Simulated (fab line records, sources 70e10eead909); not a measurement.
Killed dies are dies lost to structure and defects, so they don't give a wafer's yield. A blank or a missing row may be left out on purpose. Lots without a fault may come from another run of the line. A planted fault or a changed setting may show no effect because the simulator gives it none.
fab line records | flow nand_harc | part 2 of 2: steps 29 to 37 of 37
record lots=5 wafers=15 last_day=32
route steps=1302 shown A_STAIRCASE@842
lots that met no fault: from a run of the same line without faults
start_h: hours from the record's first day to the start of the lot's first wafer shown | wait_h: hours since the lot's step before | " the same as in the row above | L1.1+2: a row that stands for several wafers | - no value, or no start given | * or withheld: withheld | < > ~ a bound
route shown NAME@n: a module of which the file shows steps, and the number in the route of the first | usual: mean/standard deviation of fault-free wafers | same: alike in all rows | chamber/n: place in a boat | sites: the reading at each site | _std_site: their standard deviation | _edge_site: outer sites' mean less inner sites' | radius_mm: how far each site lies from the wafer's centre | mask NAME#n: copy n | behind: the tool/chamber that last shaped the wafer | hold: why the lot was held/for how many hours/how that ended | device: the transistor (n, p or np) that didn't switch | end of line: the same wafers' tests at the end of the route | a step without rows: its recipe alone | killed: dies lost to structure and defects at the first sort, not the wafer's yield | map: a wafer's dies, x killed, . not, _ none there
set.NAME: the setting as run; set.NAME@STEP: as run at that earlier step | model.NAME: the simulator's own value behind a step, which no gauge read
lots at some steps of the route; a table a step, a row a wafer
services: from which hour (start_h, from the record's first day; less than 0 if before it) a tool's chamber was out of use, for how many hours, and why
## steps
# step NHARC_A_STAIRCASE_SRD_449
# columns lot.wafer tool chamber start_h wait_h
L078.3+5+1 wet_bench-05 5,6,1 - -
L085.1+2+6 wet_bench-04 4,5,7 - -
L090.5+4+3 wet_bench-05 0,3,4 - -
L092.3+5+6 wet_bench-04 6,7,0 - -
L095.1+3+2 wet_bench-06 5,0,2 - -
# step NHARC_A_STAIRCASE_CMP_450
# recipe target_thk_nm=200 material=SiO2
# usual motor_current_A=11.4/0.96
# columns lot.wafer tool chamber start_h wait_h motor_current_A
L078.3 cmp-04 0 463.37 - 9.3
L078.1 " 1 " " 12.8
L078.5 " 0 " " 9.1
L085.2 cmp-03 3 537.78 - 10.7
L085.1 " 0 " " 12.2
L085.6 " 3 " " 10.7
L090.4 cmp-01 1 594.10 - 11.6
L090.3 " 2 " " 13.0
L090.5 " 0 " " 12.4
L092.3 cmp-01 3 624.81 - 10.9
L092.6 " 1 " " 11.4
L092.5 " 2 " " 12.4
L095.3 cmp-03 0 651.18 - 11.7
L095.2 " 1 " " 12.1
L095.1 " 2 " " 11.5
# step NHARC_A_STAIRCASE_CMP_152
# usual motor_current_A=11.4/0.95
# columns lot.wafer tool chamber start_h wait_h motor_current_A
L078.3 cmp-04 0 463.44 0.1 8.6
L078.1 " 1 " " 11.9
L078.5 " 0 " " 9.3
L085.2 cmp-03 3 537.85 0.1 10.5
L085.1 " 0 " " 11.6
L085.6 " 3 " " 11.2
L090.4 cmp-01 1 594.18 0.1 11.7
L090.3 " 2 " " 12.4
L090.5 " 0 " " 11.3
L092.3 cmp-01 3 624.89 0.1 11.3
L092.6 " 1 " " 11.8
L092.5 " 2 " " 12.0
L095.3 cmp-03 0 651.25 0.1 11.9
L095.2 " 1 " " 11.8
L095.1 " 2 " " 11.1
# step NHARC_A_STAIRCASE_SRD_154
# columns lot.wafer tool chamber start_h wait_h
L078.1+3+5 wet_bench-04 3,4,0 463.73 0.0
L085.6+1+2 wet_bench-06 4,5,7 538.14 0.0
L090.4+3+5 wet_bench-05 6,0,2 594.45 0.0
L092.5+3+6 wet_bench-05 6,0,1 625.16 0.0
L095.1+2+3 wet_bench-05 1,3,4 651.54 0.0
# step NHARC_A_STAIRCASE_ETCH_403
# recipe target_depth_a=1082 chemistry=dHF material=SiO2
# columns lot.wafer tool chamber start_h wait_h
L078.1+3+5 wet_bench-04 3,4,0 463.75 0.0
L085.6+1+2 wet_bench-06 4,5,7 538.17 0.0
L090.4+3+5 wet_bench-05 6,0,2 594.48 0.0
L092.5+3+6 wet_bench-05 6,0,1 625.18 0.0
L095.1+2+3 wet_bench-05 1,3,4 651.56 0.0
# step NHARC_A_STAIRCASE_ETCHBACK_422
# recipe target_depth_a=400 over_etch_frac=0.3 time_s=74.286 ion_energy_ev=120 ch3f_flow_sccm=50 o2_flow_sccm=30 ar_flow_sccm=200 rf_w=500 bias_w=100 chemistry=CH3F/O2
# usual drypump_motor_current_A=5.6/0.45 oes_product_au=0.97/0.038 rf_vpp_V=244.5/1.8 showerhead_plenum_p_Torr=2.48/0.12 throttle_valve_pct=20.662/0.0094
# columns lot.wafer tool chamber start_h wait_h drypump_motor_current_A oes_product_au rf_hours_counter_h rf_vpp_V showerhead_plenum_p_Torr throttle_valve_pct
L078.3 rie_diel-09 2 463.90 0.1 6.1 0.97 46 245.9 2.62 20.648
L078.1 " 1 " " 6.2 1.01 53 246.8 2.59 20.676
L078.5 " 3 " " 5.8 1.00 - 243.8 2.47 20.663
L085.2 rie_diel-12 0 538.32 0.1 6.1 0.91 22 245.0 2.59 20.663
L085.1 " 1 " " 5.2 0.93 22 245.0 2.63 20.649
L085.6 " 3 " " 5.1 0.93 - 242.8 2.32 20.667
L090.4 rie_diel-05 0 594.63 0.1 5.4 1.02 0 242.8 2.47 20.673
L090.3 " 2 " " 6.8 0.99 0 242.6 2.40 20.667
L090.5 " 0 " " 5.4 1.00 - 244.8 2.47 20.673
L092.3 rie_diel-05 1 625.50 0.3 5.2 1.00 13 242.9 2.33 20.659
L092.6 " 1 " " 5.3 1.00 - 241.9 2.33 20.650
L092.5 " 3 " " 5.3 1.00 - 242.8 2.33 20.654
L095.1 rie_diel-12 1 651.70 0.1 5.1 1.02 6 245.9 2.61 20.664
L095.2 " 2 " " 5.7 1.01 5 244.6 2.48 20.671
L095.3 " 3 " " 5.1 1.00 4 241.6 2.31 20.662
# step NHARC_A_STAIRCASE_ETCH_423
# recipe target_depth_a=300 chemistry=dHF material=SiO2
# columns lot.wafer tool chamber start_h wait_h
L078.5+3+1 wet_bench-05 1,4,5 464.06 -
L085.1+2+6 wet_bench-05 5,0,2 538.47 0.1
L090.4+3+5 wet_bench-04 6,7,0 594.81 0.2
L092.6+3+5 wet_bench-05 6,7,3 625.69 0.1
L095.2+1+3 wet_bench-04 0,3,4 651.88 0.1
# step NHARC_A_STAIRCASE_ETCHBACK_157
# recipe target_depth_a=900 over_etch_frac=0.3 time_s=167.14 ion_energy_ev=120 ch3f_flow_sccm=50 o2_flow_sccm=30 ar_flow_sccm=200 rf_w=500 bias_w=100 chemistry=CH3F/O2
# usual drypump_motor_current_A=5.7/0.45 oes_product_au=0.97/0.034 rf_vpp_V=244.5/1.9 showerhead_plenum_p_Torr=2.48/0.12 throttle_valve_pct=20.663/0.0088
# columns lot.wafer tool chamber start_h wait_h drypump_motor_current_A oes_product_au rf_hours_counter_h rf_vpp_V showerhead_plenum_p_Torr throttle_valve_pct
L078.3 rie_diel-09 0 464.29 0.2 6.0 1.02 52 243.6 2.34 20.657
L078.1 " 1 " " 6.2 1.01 53 246.7 2.59 20.662
L078.5 " 3 " " 5.8 1.00 - 244.5 2.47 20.650
L085.1 rie_diel-12 0 538.66 0.2 6.1 0.95 22 246.6 2.59 20.664
L085.2 " 2 " " 5.6 0.94 24 245.7 2.49 20.667
L085.6 " 1 " " 5.2 0.95 - 245.1 2.63 20.668
L090.3 rie_diel-09 2 595.06 0.2 6.1 0.99 37 245.2 2.60 20.665
L090.4 " 3 " " 5.8 0.99 35 242.4 2.45 20.680
L090.5 " 2 " " 6.1 0.99 - 246.7 2.60 20.662
L092.3 rie_diel-09 0 625.96 0.2 6.0 0.93 50 242.9 2.31 20.662
L092.5 " 0 " " 6.0 0.94 - 240.8 2.31 20.667
L092.6 " 1 " " 6.3 0.93 - 245.2 2.57 20.655
L095.2 rie_diel-09 0 652.09 0.2 6.0 0.95 60 242.9 2.31 20.666
L095.1 " 2 " " 6.1 0.92 58 243.9 2.59 20.664
L095.3 " 3 " " 5.8 0.91 59 244.2 2.44 20.658
# step NHARC_A_STAIRCASE_STRIP_475
# recipe time_s=20 o2_flow_sccm=500 ar_flow_sccm=0 bias_w=0 chemistry=O2
# usual drypump_motor_current_A=5.7/0.44 oes_product_au=1.006/0.013 rf_vpp_V=58.0/0.87 showerhead_plenum_p_Torr=3.56/0.16 throttle_valve_pct=17.037/0.0091
# columns lot.wafer tool chamber start_h wait_h drypump_motor_current_A oes_product_au rf_hours_counter_h rf_vpp_V showerhead_plenum_p_Torr throttle_valve_pct
L078.3 rie_diel-09 1 - - 6.2 1.024 53 58.3 3.71 17.035
L078.1 " 0 " " 6.0 1.020 52 57.1 3.36 17.049
L078.5 " 1 " " 6.2 1.014 - 58.5 3.71 17.055
L085.1 rie_diel-12 3 - - 5.1 1.016 26 57.2 3.34 17.032
L085.2 " 0 " " 6.1 1.001 22 57.6 3.71 17.037
L085.6 " 2 " " 5.6 1.001 - 58.0 3.58 17.029
L090.3 rie_diel-09 1 - - 6.2 0.998 39 57.1 3.68 17.038
L090.4 " 2 " " 6.1 1.001 37 59.0 3.72 17.044
L090.5 " 0 " " 5.9 1.021 - 57.5 3.33 17.034
L092.3 rie_diel-09 2 - - 6.1 0.980 47 57.5 3.72 17.026
L092.6 " 1 " " 6.2 1.001 - 56.8 3.68 17.035
L092.5 " 2 " " 6.1 0.985 - 58.6 3.72 17.037
L095.1 rie_diel-09 3 - - 5.8 0.988 59 57.7 3.51 17.036
L095.2 " 0 " " 6.0 1.020 60 58.1 3.32 17.034
L095.3 " 2 " " 6.1 1.001 58 57.9 3.71 17.047
## services
# columns tool chamber start_h hours kind
wet_bench-04 - 403.20 8.0 pm
rie_diel-05 - 406.60 9.0 pm
pecvd-02 - 408.69 13.0 pm
pecvd-03 - 412.51 0.6 repair
pecvd-02 1 421.80 10.9 repair
litho_track-07 - 426.00 7.0 pm
rie_diel-09 2 436.62 4.4 repair
wet_bench-05 - 436.80 8.0 pm
litho_track-03 - 450.00 7.0 pm
litho_track-05 - 474.01 7.0 pm
rie_diel-09 - 497.12 9.0 pm
rie_diel-05 1 526.54 6.4 repair
rie_diel-05 - 541.85 0.6 repair
rie_diel-09 3 542.58 2.1 repair
rie_diel-05 - 544.38 0.7 repair
wet_bench-04 - 548.63 2.2 repair
wet_bench-04 - 579.20 8.0 pm
rie_diel-05 - 583.60 9.0 pm
rie_diel-05 0 598.63 27.0 repair
litho_track-07 - 601.00 7.0 pm
wet_bench-05 - 612.80 8.0 pm
litho_track-03 - 625.00 7.0 pm
rie_diel-05 2 644.10 1.8 repair
litho_track-05 - 649.01 7.0 pm
